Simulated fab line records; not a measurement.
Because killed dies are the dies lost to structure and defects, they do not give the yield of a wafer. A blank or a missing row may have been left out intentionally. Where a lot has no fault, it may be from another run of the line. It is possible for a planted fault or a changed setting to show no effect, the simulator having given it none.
Matching of chambers || flow nand harc || 4 sister chambers for NHARC_A_STAIRCASE_STRIP_476 on rie diel-06
The step strips in O2, time 20 s. 8 wafers are shown with their chamber, then 9 later ones without.

== WAFERS, EACH WITH ITS CHAMBER ==
{"wafer": "L076.5", "chamber": 2, "drypump motor current A (A)": 5.1, "showerhead plenum p Torr (Torr)": 3.48}
{"wafer": "L077.2", "chamber": 3, "drypump motor current A (A)": 6.5, "showerhead plenum p Torr (Torr)": 3.30}
{"wafer": "L077.6", "chamber": 0, "drypump motor current A (A)": 5.6, "showerhead plenum p Torr (Torr)": 3.67}
{"wafer": "L084.3", "chamber": 0, "drypump motor current A (A)": 5.7, "showerhead plenum p Torr (Torr)": 3.66}
{"wafer": "L084.5", "chamber": 1, "drypump motor current A (A)": 5.5, "showerhead plenum p Torr (Torr)": 3.59}
{"wafer": "L087.3", "chamber": 1, "drypump motor current A (A)": 5.5, "showerhead plenum p Torr (Torr)": 3.58}
{"wafer": "L087.5", "chamber": 2, "drypump motor current A (A)": 5.0, "showerhead plenum p Torr (Torr)": 3.46}
{"wafer": "L087.6", "chamber": 3, "drypump motor current A (A)": 6.5, "showerhead plenum p Torr (Torr)": 3.80}

== WAFERS WITH NO CHAMBER GIVEN ==
{"wafer": "L095.2", "drypump motor current A (A)": 5.7, "showerhead plenum p Torr (Torr)": 3.64}
{"wafer": "L095.3", "drypump motor current A (A)": 6.5, "showerhead plenum p Torr (Torr)": 3.79}
{"wafer": "L095.6", "drypump motor current A (A)": 5.5, "showerhead plenum p Torr (Torr)": 3.57}
{"wafer": "L094.2", "drypump motor current A (A)": 5.0, "showerhead plenum p Torr (Torr)": 3.45}
{"wafer": "L094.4", "drypump motor current A (A)": 5.5, "showerhead plenum p Torr (Torr)": 3.57}
{"wafer": "L094.5", "drypump motor current A (A)": 5.1, "showerhead plenum p Torr (Torr)": 3.45}
{"wafer": "L097.3", "drypump motor current A (A)": 5.7, "showerhead plenum p Torr (Torr)": 3.63}
{"wafer": "L097.5", "drypump motor current A (A)": 5.0, "showerhead plenum p Torr (Torr)": 3.44}
{"wafer": "L097.6", "drypump motor current A (A)": 6.5, "showerhead plenum p Torr (Torr)": 3.78}

== WHICH CHAMBER EACH WENT THROUGH ==
{"wafer": "L095.2", "from the rows above": 0, "in truth": 0}
{"wafer": "L095.3", "from the rows above": 3, "in truth": 3}
{"wafer": "L095.6", "from the rows above": 1, "in truth": 1}
{"wafer": "L094.2", "from the rows above": 2, "in truth": 2}
{"wafer": "L094.4", "from the rows above": 1, "in truth": 1}
{"wafer": "L094.5", "from the rows above": 2, "in truth": 2}
{"wafer": "L097.3", "from the rows above": 0, "in truth": 0}
{"wafer": "L097.5", "from the rows above": 2, "in truth": 2}
{"wafer": "L097.6", "from the rows above": 3, "in truth": 3}
Correct placement for 9 of the 9. From these rows, 0 cannot be placed. Placed wrongly: 0.
How it was worked out, from the rows above alone: a wafer's distance from a chamber is the root of the sum, over the readings, of the square of ((its reading less the chamber's mean) divided by the reading's scatter). If the next closest chamber is less than 2 further off than the closest, the wafer can't be placed; otherwise it belongs to the closest. Each chamber's mean is taken over the wafers shown for it. The scatter: the root of (the sum of the squares of (reading less its chamber's mean) over the shown wafers, divided by (wafers less chambers)).
